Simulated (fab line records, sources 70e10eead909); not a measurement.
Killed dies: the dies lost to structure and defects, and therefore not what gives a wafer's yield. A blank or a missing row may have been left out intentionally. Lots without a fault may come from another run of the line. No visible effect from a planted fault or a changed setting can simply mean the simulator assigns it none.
Matching of chambers | flow nand-harc | rie-diel-02 running NHARC_P_M1_ETCH_35: 4 sister chambers
The step etches the open film in N2/H2, target depth 40 nm, overetch 12 nm, time 43.94 s. 18 wafers are shown with their chamber, then 9 later ones without.

WAFERS PAIRED WITH THEIR CHAMBERS
wafer  | chamber | showerhead-plenum-p-Torr (Torr) | rf-vpp-V (V) | rf-fwd-power-W (W)
L074.1 | 2       | 2.10                            | 431.8        | 396.0
L074.2 | 0       | 2.21                            | 435.2        | 393.9
L074.5 | 0       | 2.21                            | 434.5        | 395.8
L079.1 | 0       | 2.20                            | 434.5        | 397.2
L079.4 | 2       | 2.09                            | 432.1        | 395.5
L079.6 | 1       | 1.90                            | 425.7        | 395.7
L080.2 | 1       | 1.90                            | 426.5        | 395.3
L080.4 | 3       | 2.13                            | 432.0        | 395.6
L080.6 | 3       | 2.13                            | 434.4        | 396.5
L081.1 | 0       | 2.20                            | 434.4        | 396.9
L081.2 | 1       | 1.90                            | 427.9        | 394.9
L081.3 | 2       | 2.09                            | 432.1        | 393.8
L084.2 | 3       | 2.13                            | 433.6        | 397.9
L084.5 | 0       | 2.20                            | 434.8        | 398.4
L084.6 | 1       | 1.90                            | 426.8        | 393.9
L085.1 | 2       | 2.09                            | 430.2        | 395.7
L085.3 | 1       | 1.90                            | 427.9        | 396.4
L085.6 | 0       | 2.20                            | 435.0        | 396.6

SIGNATURES, as means of the wafers listed above
reading                  | chamber 0 | chamber 1 | chamber 2 | chamber 3 | scatter within a chamber
showerhead-plenum-p-Torr | 2.2033    | 1.9000    | 2.0925    | 2.1300    | 0.00386
rf-vpp-V                 | 434.733   | 426.960   | 431.550   | 433.333   | 0.827
rf-fwd-power-W           | 396.467   | 395.240   | 395.250   | 396.667   | 1.21
Rule: for a wafer and a chamber, the distance is found by dividing, reading by reading, the gap between the wafer's reading and the chamber's mean by the reading's scatter, squaring, summing and taking the root. If the next closest chamber is less than 2 further off than the closest, the wafer can't be placed; otherwise it belongs to the closest. The scatter is the square root of a quotient: the sum, over the shown wafers, of each reading's squared deviation from its chamber's mean, divided by wafers minus chambers.

WAFERS MISSING THEIR CHAMBER
wafer  | showerhead-plenum-p-Torr (Torr) | rf-vpp-V (V) | rf-fwd-power-W (W)
L090.1 | 2.20                            | 434.7        | 396.2
L090.4 | 2.13                            | 434.1        | 397.5
L090.5 | 2.09                            | 432.8        | 396.2
L091.2 | 2.13                            | 434.0        | 398.3
L091.4 | 2.09                            | 432.6        | 395.0
L091.5 | 2.20                            | 435.5        | 396.8
L094.1 | 2.09                            | 432.6        | 396.0
L094.2 | 2.13                            | 432.4        | 395.6
L094.5 | 2.09                            | 430.2        | 397.4

WHICH CHAMBER EACH WENT THROUGH
wafer  | from the rows above | in truth
L090.1 | 0                   | 0
L090.4 | 3                   | 3
L090.5 | 2                   | 2
L091.2 | 3                   | 3
L091.4 | 2                   | 2
L091.5 | 0                   | 0
L094.1 | 2                   | 2
L094.2 | 3                   | 3
L094.5 | 2                   | 2
Correctly placed: 9 of 9. Number that these rows cannot place: 0. Placed wrongly: 0.
